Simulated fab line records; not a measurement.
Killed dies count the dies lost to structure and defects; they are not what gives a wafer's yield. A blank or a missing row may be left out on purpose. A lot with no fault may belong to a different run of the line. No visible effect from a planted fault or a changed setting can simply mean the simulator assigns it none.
Split-lot experiment ; flow n5_finfet ; 7 lots, 39 wafers read, on a route of 1938 steps

== SPLIT DETAILS ==
At N5_BEOL_M12_ILD_DEP_00 (deposits SiOC from DEMS/O2, target thk 658.92 nm, time 130.7 s), the setting target_thk_a was moved away from the recipe's 6589.2 angstrom on 12 of the 39 wafers read, by -26.2% to +21.6%. The other wafers ran this setting at the recipe's value.

Split to reading: the file shows no intervening step.

== THE READING ==
M12_ILD_THK, in nm, at N5_BEOL_M12_THK_MEAS_01. On this fab line, fault-free wafers typically give 661 nm with a standard deviation of 8.4 nm.

wafer;tool, chamber at the split;target_thk_a as run, angstrom;against the recipe;M12_ILD_THK, nm;against lot-mates on the recipe
L084.1;pecvd-03, 1;6589.2;recipe;652;-
L084.2;pecvd-03, 2;6589.2;recipe;647;-
L084.3;pecvd-03, 0;6589.2;recipe;661;-
L084.4;pecvd-03, 2;6589.2;recipe;670;-
L084.5;pecvd-03, 0;6589.2;recipe;669;-
L084.6;pecvd-03, 1;6589.2;recipe;661;-
L085.1;pecvd-04, 2;6589.2;recipe;664;-
L085.2;pecvd-04, 0;6589.2;recipe;659;-
L085.3;pecvd-04, 1;6589.2;recipe;661;-
L085.4;pecvd-04, 1;6589.2;recipe;673;-
L085.5;pecvd-04, 2;6589.2;recipe;670;-
L085.6;pecvd-04, 0;6589.2;recipe;673;-
L087.1;pecvd-04, 2;5333;-19.1%;547;-123
L087.2;pecvd-04, 0;6589.2;recipe;672;-
L087.3;pecvd-04, 2;5333;-19.1%;552;-118
L087.4;pecvd-04, 0;6589.2;recipe;669;-
L087.5;pecvd-04, 2;5333;-19.1%;548;-122
L087.6;pecvd-04, 0;6589.2;recipe;670;-
L088.3;pecvd-04, 1;6589.2;recipe;659;-
L088.5;pecvd-04, 0;6589.2;recipe;675;-
L088.6;pecvd-04, 1;6589.2;recipe;660;-
L091.1;pecvd-03, 2;5106;-22.5%;490;-167
L091.2;pecvd-03, 0;6589.2;recipe;657;-
L091.3;pecvd-03, 1;5106;-22.5%;503;-154
L091.4;pecvd-03, 1;6589.2;recipe;654;-
L091.5;pecvd-03, 0;6589.2;recipe;659;-
L091.6;pecvd-03, 2;5106;-22.5%;509;-148
L093.1;pecvd-04, 2;4863;-26.2%;481;-180
L093.2;pecvd-04, 0;6589.2;recipe;655;-
L093.3;pecvd-04, 2;4863;-26.2%;487;-174
L093.4;pecvd-04, 0;6589.2;recipe;662;-
L093.5;pecvd-04, 2;6589.2;recipe;665;-
L093.6;pecvd-04, 0;4863;-26.2%;486;-175
L082.1;pecvd-03, 0;8014;+21.6%;795;+137
L082.2;pecvd-03, 2;8014;+21.6%;786;+128
L082.3;pecvd-03, 1;6589.2;recipe;651;-
L082.4;pecvd-03, 2;6589.2;recipe;666;-
L082.5;pecvd-03, 1;6589.2;recipe;657;-
L082.6;pecvd-03, 0;8014;+21.6%;806;+148

FIT RESULTS
A straight line over all 39 wafers: M12_ILD_THK changes by +6.57 nm for each +1% of target_thk_a; r = +0.99; the points scatter about the line by 9.2 nm.
The same after taking each lot's own level away (the mean of its wafers on the recipe; 39 wafers): +6.61 nm for each +1%; r = +1.00; scatter 6.7 nm.
The reading moves by 1.7e+02 nm for the largest change in target_thk_a, on that fit.
The lots' own levels span 656.7 to 670.3 nm, that is 1.6 times the standard deviation above.
The two slopes agree, so the slope changes little with the lot-to-lot level.
Check: -173 nm against its lot-mates is what the line predicts for one of the wafers moved furthest among these (-26.2%) when that wafer is left out of the fit. Against them it came out at -180 nm.

== THE WHOLE CHAIN: every reading that the file lists as answering this split, in the file's order ==
step;what it does;reading;change (the file's fit);r (the file's)
N5_BEOL_M12_ILD_DEP_00;deposits SiOC from DEMS/O2, target thk 658.92 nm, time 130.7 s;SiOC_of_BEOL_M12_ILD_DEP_00.thk_nm (the simulator's own value, which no gauge read);+6.62 nm for each +1% of the setting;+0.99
N5_BEOL_M12_THK_MEAS_01;;M12_ILD_THK;+6.63 for each +1% of the setting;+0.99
N5_BEOL_M12_VIA_ETCH_16;etches SiOC in C4F8/O2/Ar, target depth 724.8 nm;etch.depth_nm (the simulator's own value, which no gauge read);+6.62 nm for each +1% of the setting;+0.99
N5_BEOL_M12_VIA_ETCH_16;etches SiOC in C4F8/O2/Ar, target depth 724.8 nm;coat_of_BEOL_M12_COAT_04.thk_nm (the simulator's own value, which no gauge read);-1.97 nm for each +1% of the setting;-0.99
N5_BEOL_M12_STRIP_63;strips in N2/H2;strip_time_to_endpoint_s;withheld for each +1% of the setting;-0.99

== FILE'S OWN FIT ==
M12_ILD_THK changes by +6.63 nm for each +1% of target_thk_a, r = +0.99.
